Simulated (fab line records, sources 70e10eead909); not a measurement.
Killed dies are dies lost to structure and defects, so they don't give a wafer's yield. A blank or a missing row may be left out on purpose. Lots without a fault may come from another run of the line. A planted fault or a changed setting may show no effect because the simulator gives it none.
Which tool did it? | flow nand_harc | 7 lots, 19 wafers sampled, at 1 step of a route of 1302

WHAT THE GAUGES READ, wafer by wafer
NHARC_P_GATE_INSPECT_68.
lot  | measured     | on                | raw_defect_count
L634 | day 7 05:22  | defect_inspect-01 | 254 243 234
L637 | day 8 11:31  | defect_inspect-01 | 174 202 365
L639 | day 9 08:15  | defect_inspect-02 | 218 158 309
L641 | day 10 11:07 | defect_inspect-02 | 155 222 181
L643 | day 11 01:32 | defect_inspect-02 | 114 147
L647 | day 12 15:38 | defect_inspect-02 | 250 112
L653 | day 15 05:10 | defect_inspect-02 | 320 146 227

WHICH TOOL RAN EACH LOT (tool, then ch and the chambers of the sampled wafers, then the start)
The record holds no process step before these readings.

THE ANSWER, worked out from the rows above alone
Rule: what is usual is taken from the lots themselves. Put in order of their means at a reading, lots are off if they are a third of the lots or fewer, leave a main group of 4 or more, and stand apart from it by a gap of 3 or more times the standard deviation of the main group's means; of several such gaps the widest counts. A main group whose means are all the same, to the digits that the tables above print for the reading, isn't used. A lot without any number at a reading at which 4 lots or more have one is off too. The other lots that the step has rows for count as sound.
No lot is off at any reading shown: from this, nothing can be told.

WHAT THE SIMULATOR HAD PUT IN
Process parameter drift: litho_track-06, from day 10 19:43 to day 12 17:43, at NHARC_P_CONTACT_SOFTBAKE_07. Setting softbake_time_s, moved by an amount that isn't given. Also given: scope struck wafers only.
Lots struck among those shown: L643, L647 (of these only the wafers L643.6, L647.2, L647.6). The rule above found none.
